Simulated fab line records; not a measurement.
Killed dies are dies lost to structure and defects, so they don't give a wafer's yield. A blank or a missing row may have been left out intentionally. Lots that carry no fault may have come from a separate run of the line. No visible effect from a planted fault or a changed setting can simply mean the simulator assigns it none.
Split-lot experiment    flow n5_finfet    21 wafers read across 7 lots, on a route 1938 steps long

THE SPLIT ITSELF
At N5_WELL_APT_COAT_02 (resist thk 950 nm), the setting spin_rpm was moved away from the recipe's 1357 rpm on 10 of the 21 wafers read, by -10.0% to +10.2%. The other wafers ran this setting at the recipe's value.

The split's own step is where the reading is taken.

THE READING
coat_of_WELL_APT_COAT_02.thk_nm (the simulator's own value, which no gauge read), in nm, at N5_WELL_APT_COAT_02 (resist thk 950 nm). The file does not state a usual value for it. Average 947.4 nm, standard deviation 3.1 nm, over the 11 wafers here run with the recipe.

wafer   tool, chamber at the split  spin_rpm as run, rpm  against the recipe  coat_of_WELL_APT_COAT_02.thk_nm, nm  against lot-mates on the recipe
L074.1  litho_track-05, 0           1427                  +5.2%               930.2                                -20.9
L074.3  litho_track-05, 0           1427                  +5.2%               931.7                                -19.4
L074.4  litho_track-05, 0           1357                  recipe              951.1                                -
L076.1  litho_track-04, 0           1357                  recipe              945.6                                -
L076.2  litho_track-04, 0           1357                  recipe              947.2                                -
L076.5  litho_track-04, 0           1357                  recipe              945.9                                -
L077.1  litho_track-05, 0           1357                  recipe              942                                  -
L077.4  litho_track-05, 0           1221                  -10.0%              998.4                                +54.4
L077.5  litho_track-05, 0           1357                  recipe              945.9                                -
L079.2  litho_track-04, 0           1357                  recipe              949.7                                -
L079.3  litho_track-04, 0           1450                  +6.9%               914.8                                -34.9
L079.6  litho_track-04, 0           1450                  +6.9%               916.2                                -33.5
L084.1  litho_track-04, 0           1495                  +10.2%              907.8                                -40.7
L084.3  litho_track-04, 0           1357                  recipe              948.5                                -
L084.4  litho_track-04, 0           1495                  +10.2%              906.7                                -41.8
L090.1  litho_track-01, 0           1427                  +5.2%               932.2                                -21.9
L090.2  litho_track-01, 0           1427                  +5.2%               928.4                                -25.7
L090.6  litho_track-01, 0           1357                  recipe              954.1                                -
L091.1  litho_track-05, 0           1357                  recipe              946.3                                -
L091.3  litho_track-05, 0           1357                  recipe              945.1                                -
L091.6  litho_track-05, 0           1436                  +5.8%               919.2                                -26.5

THE FIT
A straight line over all 21 wafers: coat_of_WELL_APT_COAT_02.thk_nm changes by -4.34 nm for each +1% of spin_rpm; r = -0.98; the points scatter about the line by 4 nm.
The same after taking each lot's own level away (the mean of its wafers on the recipe; 21 wafers): -4.65 nm for each +1%; r = -0.99; scatter 3 nm.
Per that fit: largest spin_rpm move, reading shift of 47 nm.
Across the lots, their own levels run from 943.95 to 954.10 nm, a range of 3.2 times the standard deviation given above.
The two slopes agree, so the slope changes little with the lot-to-lot level.
Check: for one of the wafers moved furthest among these (+10.2%), held out of the fit, the line's prediction against its lot-mates is -47.4 nm. It came out at -40.7 nm against them.

THESE WAFERS: OTHER SPLITS
Note: prior to the reading, these wafers also went through further splits. Each is held against what the fit with the lots' levels taken away leaves over:
other split on the same wafers           wafers away from the commonest value  r with coat_of_WELL_APT_COAT_02.thk_nm (lot level and that fit taken away)
N5_ZERO_LAYER_PECVD_02 time_s            6                                     -0.27
N5_ZERO_LAYER_COAT_05 spin_rpm           8                                     +0.04
N5_ZERO_LAYER_DEVELOP_10 develop_time_s  8                                     +0.16

FILE'S OWN FIT
coat_of_WELL_APT_COAT_02.thk_nm changes by -4.68 nm for each +1% of spin_rpm, r = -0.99.
